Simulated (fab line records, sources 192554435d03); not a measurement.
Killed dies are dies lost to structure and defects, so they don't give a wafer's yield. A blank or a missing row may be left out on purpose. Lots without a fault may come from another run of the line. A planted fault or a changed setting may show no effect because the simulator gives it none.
fab line records | flow n5_finfet
record lots=10 wafers=28 last_day=18
route steps=1938 shown HKMG_FIN@407 BEOL_M4@1111 PASSIVATION@1936
lots that met no fault: from a run of the same line without faults
start_h: hours from the record's first day to the start of the lot's first wafer shown | wait_h: hours since the lot's step before | " the same as in the row above | L1.1+2: a row that stands for several wafers | - no value, or no start given | * or withheld: withheld | < > ~ a bound
route shown NAME@n: a module of which the file shows steps, and the number in the route of the first | usual: mean/standard deviation of fault-free wafers | same: alike in all rows | chamber/n: place in a boat | sites: the reading at each site | _std_site: their standard deviation | _edge_site: outer sites' mean less inner sites' | radius_mm: how far each site lies from the wafer's centre | mask NAME#n: copy n | behind: the tool/chamber that last shaped the wafer | hold: why the lot was held/for how many hours/how that ended | device: the transistor (n, p or np) that didn't switch | end of line: the same wafers' tests at the end of the route | a step without rows: its recipe alone | killed: dies lost to structure and defects at the first sort, not the wafer's yield | map: a wafer's dies, x killed, . not, _ none there
set.NAME: the setting as run; set.NAME@STEP: as run at that earlier step | model.NAME: the simulator's own value behind a step, which no gauge read
steps of the route over a sample of lots; a table a step, a row a wafer
services: from which hour (start_h, from the record's first day; less than 0 if before it) a tool's chamber was out of use, for how many hours, and why
## steps
# step N5_HKMG_FIN_STRIP_93
# recipe chemistry=N2/H2 material=SOC time_s=20 power_w=500 temp_c=40 pressure_mtorr=50 rf_frequency_hz=6e+07 bias_power_w=8 h2_frac=0.5 n2_flow_sccm=300 h2_flow_sccm=300
# usual drypump_motor_current_A=6.0/0.52 oes_product_au=0.79/0.081 rf_vpp_V=54.4/0.9 showerhead_plenum_p_Torr=3.43/0.11 throttle_valve_pct=18.9/0.38
# same time_s=20
# columns lot.wafer tool chamber start_h wait_h drypump_motor_current_A oes_product_au rf_hours_counter_h rf_vpp_V showerhead_plenum_p_Torr throttle_valve_pct
L621.1 rie_diel-02 0 84.91 0.2 6.2 0.74 150 54.0 3.49 18.9
L621.2 " 3 " " 5.8 0.86 66 55.8 3.54 19.4
L621.5 " 3 " " 5.8 0.86 - 54.2 3.54 19.3
L622.2 rie_diel-03 0 89.83 0.2 6.4 0.70 231 54.0 3.45 19.0
L622.4 " 0 " " 6.4 0.70 - 54.4 3.45 19.1
L622.6 " 3 " " 6.2 0.79 - 54.9 3.37 18.9
L623.2 rie_diel-05 3 98.17 0.2 6.4 0.75 160 53.1 3.48 18.8
L623.3 " 1 " " 4.9 0.93 19 52.5 3.28 18.3
L623.5 " 2 " " 6.0 0.72 - 54.8 3.47 18.7
L624.1 rie_diel-02 2 104.41 0.2 6.1 0.71 225 53.3 3.19 19.1
L624.2 " 3 " " 5.8 0.85 71 54.7 3.54 19.4
L624.4 " 0 " " 6.1 0.74 156 54.0 3.49 18.9
L626.2 rie_diel-02 0 114.34 0.2 6.2 0.72 160 54.4 3.48 18.9
L626.3 " 1 " " 5.0 0.92 15 54.0 3.31 19.2
L626.5 " 0 " " 6.2 0.74 - 53.8 3.48 18.9
L630.1 rie_diel-03 2 142.48 0.2 5.8 0.91 14 56.0 3.58 19.4
L630.5 " 3 " " 6.2 0.77 - 53.6 3.36 18.9
L633.2 rie_diel-03 3 155.84 0.2 6.1 0.77 146 54.7 3.35 18.9
L633.5 " 1 " " 6.7 0.75 - 53.5 3.49 18.4
L637.1 rie_diel-03 1 180.30 0.2 6.7 0.74 177 54.3 3.48 18.4
L637.5 " 3 " " 6.2 0.76 - 54.6 3.35 18.9
L637.6 " 2 " " 5.8 0.88 - 54.6 3.57 19.5
L638.2 rie_diel-03 1 187.35 0.2 6.7 0.73 180 53.0 3.48 18.5
L638.4 " 0 " " 6.4 0.93 7 53.7 3.43 18.7
L638.6 " 3 " " 6.1 0.76 - 55.3 3.35 18.9
L640.2 rie_diel-02 1 200.61 0.2 5.0 0.86 43 54.7 3.30 19.2
L640.5 " 0 " " 6.2 0.71 - 53.6 3.47 19.0
L640.6 " 3 " " 5.8 0.82 - 54.8 3.52 19.4
# step N5_HKMG_FIN_OVL_MEAS_13
# recipe points_per_wafer=44
# usual NWFM_OVL=0.0/0.72
# columns lot.wafer tool chamber start_h wait_h NWFM_OVL[nm]
L621.1 overlay-02 0 87.43 0.0 -0.4
L621.2 " 0 " " 0.5
L621.5 " 0 " " -0.3
L622.2 overlay-01 0 92.34 0.0 0.0
L622.4 " 0 " " -1.2
L622.6 " 0 " " 0.2
L623.2 overlay-01 0 100.76 0.0 0.3
L623.3 " 0 " " 0.7
L623.5 " 0 " " -0.8
L624.1 overlay-02 0 106.88 0.0 1.8
L624.2 " 0 " " 0.7
L624.4 " 0 " " 1.5
L626.2 overlay-02 0 116.93 0.0 0.9
L626.3 " 0 " " 1.2
L626.5 " 0 " " 0.5
L630.1 overlay-01 0 145.08 0.0 0.1
L630.5 " 0 " " 0.3
L633.2 overlay-01 0 158.61 0.0 0.2
L633.5 " 0 " " -0.4
L637.1 overlay-02 0 182.80 0.0 -0.1
L637.5 " 0 " " -0.4
L637.6 " 0 " " 1.1
L638.2 overlay-02 0 189.95 0.0 0.5
L638.4 " 0 " " 0.1
L638.6 " 0 " " 0.1
L640.2 overlay-02 0 203.19 0.0 0.8
L640.5 " 0 " " -0.1
L640.6 " 0 " " -0.7
# step N5_HKMG_FIN_INSPECT_14
# recipe mode=adi inspect_instrument=macro
# usual raw_defect_count=2.2/1.4
# columns lot.wafer tool chamber start_h wait_h raw_defect_count
L621.1 defect_inspect-02 - 87.46 0.0 6
L621.2 " - " " 4
L621.5 " - " " 4
L622.2 defect_inspect-01 - 92.36 0.0 4
L622.4 " - " " 0
L622.6 " - " " 1
L623.2 defect_inspect-01 - 100.78 0.0 3
L623.3 " - " " 4
L623.5 " - " " 3
L624.1 defect_inspect-02 - 106.91 0.0 4
L624.2 " - " " 2
L624.4 " - " " 2
L626.2 defect_inspect-02 - 116.95 0.0 2
L626.3 " - " " 3
L626.5 " - " " 3
L630.1 defect_inspect-01 - 145.10 0.0 1
L630.5 " - " " 0
L633.2 defect_inspect-02 - 158.64 0.0 2
L633.5 " - " " 1
L637.1 defect_inspect-01 - 182.82 0.0 1
L637.5 " - " " 1
L637.6 " - " " 2
L638.2 defect_inspect-02 - 189.97 0.0 0
L638.4 " - " " 1
L638.6 " - " " 0
L640.2 defect_inspect-01 - 203.21 0.0 2
L640.5 " - " " 2
L640.6 " - " " 2
# step N5_HKMG_FIN_ETCH_35
# recipe chemistry=N2/H2 target=SOC target_depth_a=2158 ion_energy_ev=65 bias_w=5 source_w=3000 time_s=243.4 pressure_mtorr=30 n2_flow_sccm=200 h2_flow_sccm=200
# usual drypump_motor_current_A=5.9/0.56 oes_product_au=0.79/0.081 rf_vpp_V=142.0/1 run_length_s=267.0/0.37 showerhead_plenum_p_Torr=2.59/0.086 throttle_valve_pct=17.79/0.24
# columns lot.wafer tool chamber start_h wait_h drypump_motor_current_A oes_product_au rf_hours_counter_h rf_vpp_V run_length_s showerhead_plenum_p_Torr throttle_valve_pct
L621.1 rie_diel-05 1 87.79 0.0 4.9 0.93 15 141.8 267.2 2.49 17.42
L621.2 " 3 " " 6.4 0.75 157 142.3 266.5 2.64 17.86
L621.5 " 1 " " 4.9 0.93 - 140.8 267.3 2.49 17.42
L622.2 rie_diel-05 1 92.69 0.0 4.9 0.93 17 141.2 268.1 2.49 17.42
L622.4 " 3 " " 6.4 0.75 158 141.7 266.6 2.64 17.87
L622.6 " 3 " " 6.4 0.74 - 143.0 266.8 2.64 17.88
L623.2 rie_diel-02 0 101.12 0.0 6.2 0.75 156 142.8 267.6 2.64 17.79
L623.3 " 3 " " 5.8 0.86 71 142.1 267.7 2.68 17.99
L623.5 " 1 " " 5.0 0.93 - 141.4 267.1 2.51 17.79
L624.1 rie_diel-05 0 107.24 0.0 5.7 0.77 105 142.7 267.3 2.68 18.05
L624.2 " 3 " " 6.4 0.74 164 142.7 266.9 2.63 17.89
L624.4 " 2 " " 5.9 0.72 203 140.6 266.6 2.63 17.62
L626.2 rie_diel-05 1 117.29 0.0 5.0 0.90 26 141.8 267.3 2.48 17.46
L626.3 " 2 " " 5.9 0.71 206 142.4 266.9 2.62 17.63
L626.5 " 1 " " 4.9 0.90 - 141.6 267.6 2.48 17.43
L630.1 rie_diel-05 2 145.64 0.0 5.9 0.71 214 141.0 266.9 2.62 17.63
L630.5 " 0 " " 5.7 0.76 - 142.6 217.9 2.68 18.06
L633.2 rie_diel-05 1 159.15 0.0 4.9 0.89 40 141.8 218.3 2.48 17.45
L633.5 " 1 " " 4.9 0.88 - 139.9 218.2 2.48 17.46
L637.1 rie_diel-02 1 183.21 0.0 5.0 0.87 36 141.1 266.9 2.50 17.82
L637.5 " 1 " " 5.0 0.87 - 140.4 266.9 2.50 17.84
L637.6 " 0 " " 6.2 0.73 - 143.2 267.7 2.63 17.85
L638.2 rie_diel-03 2 190.31 0.0 5.8 0.87 35 143.8 267.0 2.71 18.07
L638.4 " 3 " " 6.1 0.76 161 139.7 267.0 2.53 17.88
L638.6 " 1 " " 6.7 0.74 - 142.0 266.6 2.64 17.52
L640.2 rie_diel-02 0 203.55 0.0 6.2 0.72 190 143.3 267.1 2.63 17.87
L640.5 " 1 " " 5.0 0.87 - 139.9 266.8 2.49 17.84
L640.6 " 0 " " 6.2 0.72 - 141.6 267.3 2.63 17.85
# step N5_BEOL_M4_RC_MEAS_101
# usual DIBL_N=36.4/1.4 DIBL_P=36.4/1.5 IOFF_N=0.156/0.022 IOFF_P=0.210/0.023 ION_N=675/9.1 ION_P=463/5.7 SS_N=71.6/0.45 SS_P=73.3/0.56 VT_N=250/3.1 VT_P=-250.3/2.3
# columns lot.wafer tool chamber start_h wait_h DIBL_N[mV/V] DIBL_P[mV/V] IOFF_N[nA/um] IOFF_P[nA/um] ION_N[uA/um] ION_P[uA/um] SS_N[mV/dec] SS_P[mV/dec] VT_N[mV] VT_P[mV]
L622.2 prober-01 0 204.34 0.2 36.2 35.6 0.170 0.205 681 461 72.0 73.3 244 -249.8
L622.4 " 0 " " 36.3 34.6 0.162 0.180 673 455 71.7 73.7 249 -252.2
L622.6 " 0 " " 35.1 34.0 0.144 0.169 677 454 71.5 73.6 250 -253.3
L623.2 prober-01 0 221.91 0.2 34.3 35.6 0.126 0.196 674 469 70.8 72.6 250 -251.6
L623.3 " 0 " " 34.1 34.4 0.120 0.192 677 472 71.4 72.4 254 -249.2
L623.5 " 0 " " 35.5 36.1 0.141 0.218 673 472 71.5 73.1 248 -245.6
L621.1 prober-02 0 222.00 0.0 34.5 34.8 0.139 0.180 663 453 71.0 72.3 252 -248.9
L621.2 " 0 " " 35.7 36.9 0.163 0.217 672 459 71.0 73.5 248 -248.0
L621.5 " 0 " " 35.5 37.1 0.166 0.213 678 462 71.6 73.3 248 -248.4
L624.1 prober-01 0 223.88 0.0 33.9 35.1 0.142 0.200 676 467 71.2 72.2 248 -251.3
L624.2 " 0 " " 35.9 38.1 0.189 0.241 688 465 72.3 73.4 245 -246.9
L624.4 " 0 " " 34.0 34.8 0.141 0.192 663 462 70.7 72.0 251 -251.6
L626.2 prober-02 0 234.52 0.2 37.4 37.3 0.160 0.195 667 455 71.1 73.6 248 -254.0
L626.3 " 0 " " 37.6 37.7 0.155 0.200 667 455 71.7 73.8 253 -252.8
L626.5 " 0 " " 37.8 37.5 0.163 0.206 670 464 71.4 73.9 249 -251.3
L630.1 prober-02 0 264.69 0.0 34.5 34.7 0.114 0.184 654 456 71.6 72.0 259 -250.2
L630.5 " 0 " " 36.8 37.5 0.144 0.223 644 466 72.0 72.7 256 -249.1
L633.2 prober-02 0 278.18 0.2 34.3 34.7 0.124 0.183 655 454 71.0 72.3 254 -253.8
L633.5 " 0 " " 35.4 36.5 0.142 0.196 647 457 71.8 73.2 255 -253.3
L637.1 prober-02 0 306.09 0.0 39.0 37.6 0.191 0.251 683 470 72.0 73.5 250 -247.7
L637.5 " 0 " " 37.2 35.8 0.156 0.227 678 469 71.0 73.2 251 -247.3
L637.6 " 0 " " 37.0 35.3 0.150 0.210 674 462 71.3 73.4 253 -249.9
L638.2 prober-02 0 311.12 0.2 34.7 36.0 0.134 0.192 678 465 71.1 72.3 252 -251.0
L638.4 " 0 " " 34.6 35.4 0.130 0.187 661 459 71.7 72.1 251 -251.1
L638.6 " 0 " " 33.9 34.7 0.116 0.168 665 456 71.0 72.4 254 -252.2
L640.2 prober-01 0 317.64 0.2 37.2 37.8 0.178 0.224 680 465 71.8 73.4 246 -249.6
L640.5 " 0 " " 38.5 37.8 0.199 0.230 683 464 72.1 73.7 247 -250.2
L640.6 " 0 " " 36.9 36.5 0.160 0.202 681 466 71.9 73.5 248 -252.1
# step N5_PASSIVATION_PROBE_49
# usual defect_limited_yield=91.5/1.3 killed_at_M0_to_M3=33/10 killed_at_M4_up=13/4 killed_at_contacts=12/6.3 killed_at_front_end=39/11 killed_at_other=3.4/2.6 killed_dies=100/15 killed_open=65/11 killed_short=34/7.8 sort_bin_5_function=5.0/0.89 sort_bin_6_memory=3.2/0.58 sort_bin_8_speed=0/0 sort_n_pass=1080/15 sort_yield_pct=91.5/1.3
# same gross_dies=1180 killed_at_back_side=0 sort_bin_4_leakage[%]=0
# columns lot.wafer tool chamber start_h wait_h defect_limited_yield[%] killed_at_M0_to_M3 killed_at_M4_up killed_at_contacts killed_at_front_end killed_at_other killed_dies killed_open killed_short sort_bin_5_function[%] sort_bin_6_memory[%] sort_bin_8_speed[%] sort_n_pass sort_yield_pct[%]
L623.2 prober-01 - 330.52 0.1 91.5 31 23 21 23 2 100 69 31 5.2 3.1 0 1080 91.5
L623.3 prober-01 - 330.57 0.1 89.2 41 14 34 32 6 127 91 33 6.4 3.8 0 1053 89.2
L623.5 prober-01 - 330.67 0.2 90.8 35 11 28 26 8 108 73 35 5.0 4.1 0 1072 90.8
L626.3 prober-02 - 352.31 0.2 91.1 31 18 7 46 3 105 78 26 5.3 3.5 0 1075 91.1
L630.1 prober-02 - 382.04 0.0 91.7 27 11 21 33 6 98 68 30 4.7 3.1 0 1082 91.7
L630.5 prober-02 - 382.24 0.2 90.2 50 12 11 36 7 116 80 35 5.8 3.6 0.08 1063 90.1
L633.2 prober-01 - 392.51 0.1 90.6 42 10 13 41 5 111 79 31 5.2 4.2 0 1069 90.6
L633.5 prober-01 - 392.66 0.2 90.2 44 14 18 30 10 116 82 32 5.1 4.4 0 1064 90.2
# killed by level:class
L623.2 MOL_CONTACT_COAG:geometric_particle:open=18 BEOL_M3:geometric_particle:open=9 BEOL_M2:geometric_particle:open=6 BEOL_M4:geometric_particle:short=6 BEOL_M0_SAQP:geometric_particle:short=5 FIN_SAQP:geometric_particle:short=4 BEOL_M0:geometric_particle:open=4 BEOL_M5:geometric_particle:open=4
L623.3 MOL_CONTACT_COAG:geometric_particle:open=32 BEOL_M0_SAQP:geometric_particle:open=14 BEOL_M0_SAQP:geometric_particle:short=13 GATE_CUT:geometric_particle:short=11 BEOL_M2:geometric_particle:open=6 STARTING-WAFER:geometric_particle:open=6 DUMMY_GATE:geometric_particle:open=4 BEOL_M4:geometric_particle:open=4
L623.5 MOL_CONTACT_COAG:geometric_particle:open=23 BEOL_M0_SAQP:geometric_particle:short=8 STI_FIN_REVEAL:geometric_particle:open=7 BEOL_M0_SAQP:geometric_particle:open=6 MOL_CONTACT_COAG:geometric_particle:short=5 BEOL_M0:geometric_particle:open=5 BEOL_M1:geometric_particle:open=5 BEOL_M4:geometric_particle:open=5
L626.3 STI_FIN_REVEAL:geometric_particle:open=12 BEOL_M4:geometric_particle:open=11 BEOL_M2:geometric_particle:open=10 FIN_SAQP:geometric_particle:open=7 FIN_SAQP:geometric_particle:short=6 BEOL_M0:geometric_particle:open=6 DUMMY_GATE:geometric_particle:open=4 MOL_CONTACT_COAG:geometric_particle:open=4
L630.1 MOL_CONTACT_COAG:geometric_particle:open=15 BEOL_M3:geometric_particle:open=10 BEOL_M4:geometric_particle:open=6 MOL_CONTACT_COAG:geometric_particle:short=6 BEOL_M0_SAQP:geometric_particle:short=6 FIN_SAQP:geometric_particle:open=5 STI_FIN_REVEAL:geometric_particle:open=4 DUMMY_GATE:geometric_particle:open=4
L630.5 BEOL_M0_SAQP:geometric_particle:open=13 BEOL_M0_SAQP:geometric_particle:short=12 BEOL_M1:geometric_particle:open=11 FIN_SAQP:geometric_particle:open=10 MOL_CONTACT_COAG:geometric_particle:open=10 FIN_SAQP:geometric_particle:short=8 BEOL_M2:geometric_particle:open=5 BEOL_M4:geometric_particle:open=4
L633.2 MOL_CONTACT_COAG:geometric_particle:open=13 FIN_SAQP:geometric_particle:short=12 STI_FIN_REVEAL:geometric_particle:open=11 BEOL_M3:geometric_particle:open=11 BEOL_M0:geometric_particle:open=9 BEOL_M0_SAQP:geometric_particle:short=7 FIN_SAQP:geometric_particle:open=5 BEOL_M2:geometric_particle:open=5
L633.5 MOL_CONTACT_COAG:geometric_particle:open=16 BEOL_M2:geometric_particle:open=12 BEOL_M0_SAQP:geometric_particle:short=9 BEOL_M0_SAQP:geometric_particle:open=6 FIN_SAQP:geometric_particle:open=5 DUMMY_GATE:geometric_particle:open=5 BEOL_M5:geometric_particle:open=5 BEOL_M0:geometric_particle:open=5
## services
# columns tool chamber start_h hours kind
rie_diel-03 2 82.90 - clean
rie_diel-03 2 82.90 - consumable_replace:focus_ring
rie_diel-03 2 82.90 - consumable_replace:showerhead
rie_diel-03 2 82.90 22.0 scheduled_down
rie_diel-03 2 82.90 22.0 vent_cycle
rie_diel-03 - 99.11 2.8 pm
rie_diel-02 3 127.94 2.0 repair
rie_diel-03 0 136.43 - clean
rie_diel-03 0 136.43 - consumable_replace:focus_ring
rie_diel-03 0 136.43 34.1 scheduled_down
rie_diel-03 0 136.43 34.1 vent_cycle
rie_diel-02 2 187.65 - clean
rie_diel-02 2 187.65 - consumable_replace:focus_ring
rie_diel-02 2 187.65 - consumable_replace:showerhead
rie_diel-02 2 187.65 18.9 scheduled_down
rie_diel-02 2 187.65 18.9 vent_cycle
rie_diel-05 3 191.40 1.4 repair
## key
first_sign step=N5_HKMG_FIN_ETCH_35 reading=run_length_s direction=down sigmas=99+ usual=* struck=*
effect step=N5_BEOL_M4_RC_MEAS_101 reading=ION_N direction=down sigmas=2.9 usual=675 struck=648
met_at N5_HKMG_FIN_ETCH_35
struck_lots L630,L633
struck_wafers L630.5,L633.2,L633.5
not_acting_at N5_HKMG_FIN_STRIP_93,N5_HKMG_FIN_OVL_MEAS_13,N5_HKMG_FIN_INSPECT_14
onset_between 117.29 145.64
fault kind=process_parameter_drift tool=rie_diel-05 chamber=- onset_h=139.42 steps=N5_HKMG_FIN_ETCH_35 channel=time_s offset=* shape=step end_h=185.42 scope=struck_wafers_only acts_in=* stated=*
